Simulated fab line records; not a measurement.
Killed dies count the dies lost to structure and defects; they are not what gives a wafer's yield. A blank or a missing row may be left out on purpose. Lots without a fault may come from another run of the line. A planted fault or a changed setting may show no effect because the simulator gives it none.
Lot-split experiment    flow n5Finfet    21 wafers read from 7 lots, route of 1938 steps

## THE SPLIT ITSELF
At N5_BEOL_M4_COAT_05 (resist thk 30 nm), the setting spinRpm was moved away from the recipe's 1500 rpm on 6 of the 21 wafers read, by -8.4% to +6.8%. The other wafers ran this setting at the recipe's value.

## FROM THE SPLIT TO THE READING: what the file shows between them, 4 steps
- N5_BEOL_M4_EBR_07
- N5_BEOL_M4_SOFTBAKE_06: time 60 s
- N5_BEOL_M4_EXPOSE_08: exposes mask M4
- N5_BEOL_M4_PEB_09: peb time 60 s

## THE READING
CAR-EUV_of_BEOL_M4_COAT_05.thkNm (the simulator's own value, which no gauge read), in nm, at N5_BEOL_M4_DEVELOP_10 (develop time 30 s). The file does not state a usual value for it. Across the 15 wafers here that went through the recipe, the average is 29.6 nm and the standard deviation 0.14 nm.

wafer   tool, chamber at the split  spinRpm as run, rpm  against the recipe  CAR-EUV_of_BEOL_M4_COAT_05.thkNm, nm  against lot-mates on the recipe
L077.1  lithoTrack-01, 0            1584                 +5.6%               28.8                                  -0.8
L077.2  lithoTrack-01, 0            1500                 recipe              29.6                                  -
L077.3  lithoTrack-01, 0            1500                 recipe              29.6                                  -
L078.3  lithoTrack-04, 0            1500                 recipe              29.4                                  -
L078.4  lithoTrack-04, 0            1500                 recipe              29.6                                  -
L078.5  lithoTrack-04, 0            1602                 +6.8%               28.6                                  -0.9
L079.2  lithoTrack-04, 0            1564                 +4.3%               29                                    -0.6
L079.4  lithoTrack-04, 0            1500                 recipe              29.6                                  -
L079.5  lithoTrack-04, 0            1500                 recipe              29.6                                  -
L080.3  lithoTrack-03, 0            1500                 recipe              29.6                                  -
L080.4  lithoTrack-03, 0            1500                 recipe              29.6                                  -
L080.5  lithoTrack-03, 0            1594                 +6.3%               28.8                                  -0.8
L091.4  lithoTrack-01, 0            1500                 recipe              29.8                                  -
L091.5  lithoTrack-01, 0            1500                 recipe              29.8                                  -
L091.6  lithoTrack-01, 0            1500                 recipe              29.8                                  -
L094.2  lithoTrack-03, 0            1500                 recipe              29.4                                  -
L094.3  lithoTrack-03, 0            1500                 recipe              29.4                                  -
L094.4  lithoTrack-03, 0            1500                 recipe              29.4                                  -
L095.2  lithoTrack-03, 0            1500                 recipe              29.6                                  -
L095.3  lithoTrack-03, 0            1374                 -8.4%               31                                    +1.4
L095.5  lithoTrack-03, 0            1374                 -8.4%               31                                    +1.4

FIT RESULTS
A straight line over all 21 wafers: CAR-EUV_of_BEOL_M4_COAT_05.thkNm changes by -0.154 nm for each +1% of spinRpm; r = -0.98; the points scatter about the line by 0.13 nm.
The same after taking each lot's own level away (the mean of its wafers on the recipe; 21 wafers): -0.152 nm for each +1%; r = -0.99; scatter 0.064 nm.
Per that fit: largest spinRpm move, reading shift of 1.3 nm.
From 29.40 to 29.80 nm: that is the span of the lots' own levels, equal to 2.9 times the standard deviation above.
The two slopes agree, so the slope changes little with the lot-to-lot level.
Check: with one of the wafers moved furthest among these (-8.4%) left out of the fit, the line predicts +1.26 nm for it against its lot-mates. Against them it came out at +1.4 nm.

## FURTHER SPLITS ON THESE WAFERS
Note: prior to the reading, these wafers also went through further splits. Each is held against what the fit with the lots' levels taken away leaves over:
other split on the same wafers   wafers away from the commonest value  r with CAR-EUV_of_BEOL_M4_COAT_05.thkNm (lot level and that fit taken away)
N5_BEOL_M0_SAQP_PECVD_04 timeS   9                                     -0.10
N5_BEOL_M1_COAT_05 spinRpm       8                                     -0.07
N5_BEOL_M2_ALD_98 aldCycles      6                                     +0.29
N5_BEOL_M2_TRENCH_ETCH_37 biasW  6                                     +0.16
N5_BEOL_M3_ILD_DEP_00 timeS      4                                     -0.11
N5_BEOL_M3_PECVD_72 tempC        6                                     -0.16

## THE WHOLE CHAIN: every reading that the file lists as answering this split, in the file's order
step                   what it does       reading                                                                            change (the file's fit)                r (the file's)
N5_BEOL_M4_COAT_05     resist thk 30 nm   CAR-EUV_of_BEOL_M4_COAT_05.thkNm (the simulator's own value, which no gauge read)  -0.16 nm for each +1% of the setting   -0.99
N5_BEOL_M4_DEVELOP_10  develop time 30 s  CAR-EUV_of_BEOL_M4_COAT_05.thkNm (the simulator's own value, which no gauge read)  -0.146 nm for each +1% of the setting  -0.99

## FILE'S OWN FIT
CAR-EUV_of_BEOL_M4_COAT_05.thkNm changes by -0.146 nm for each +1% of spinRpm, r = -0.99.
